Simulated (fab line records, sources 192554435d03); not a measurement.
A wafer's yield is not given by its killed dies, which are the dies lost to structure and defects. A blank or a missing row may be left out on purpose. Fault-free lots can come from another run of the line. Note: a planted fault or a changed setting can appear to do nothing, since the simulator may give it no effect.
Chamber matching -- flow n5_finfet -- N5_BEOL_M4_ILD_DEP_00 on pecvd-02: 3 sister chambers
The step deposits SiOC from DEMS/O2, target thk 79 nm, time 15.3 s. 6 wafers are shown with their chamber, then 12 later ones without.

## WAFERS, EACH WITH ITS CHAMBER
wafer,chamber,throttle_valve_pct (%),heater_power_w (W)
L075.4,2,12.1,354
L077.4,2,11.8,330
L084.4,0,11.3,451
L085.1,1,12.5,451
L085.2,0,11.6,412
L085.3,1,12.6,447

## WAFERS WHOSE CHAMBER IS MISSING
wafer,throttle_valve_pct (%),heater_power_w (W)
L087.2,12.6,404
L087.4,11.7,357
L087.5,12.4,431
L090.2,12.4,408
L090.3,11.6,348
L090.4,11.7,352
L092.2,11.5,436
L092.5,11.5,441
L092.6,11.5,371
L095.2,11.5,361
L095.3,12.5,445
L095.6,11.6,362

## EACH ONE'S CHAMBER
wafer,from the rows above,in truth
L087.2,1,1
L087.4,2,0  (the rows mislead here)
L087.5,1,1
L090.2,can't be placed: 1 or 2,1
L090.3,2,2
L090.4,2,2
L092.2,0,0
L092.5,0,0
L092.6,can't be placed: 2 or 0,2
L095.2,can't be placed: 2 or 0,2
L095.3,1,1
L095.6,can't be placed: 2 or 0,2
Correct placement for 7 of the 12. From these rows, 4 cannot be placed; in 4 the true chamber is one of the candidates. 1 placed wrongly.
How it was worked out, from the rows above alone: a wafer's distance from a chamber is the root of the sum, over the readings, of the square of ((its reading less the chamber's mean) divided by the reading's scatter). The wafer belongs to the nearest chamber; if the next one is less than 2 further off, it can't be placed. A chamber's mean is the mean of its shown wafers. The scatter: take each reading less its chamber's mean, square it, sum over the shown wafers, divide by the number of wafers less the number of chambers, and take the root.
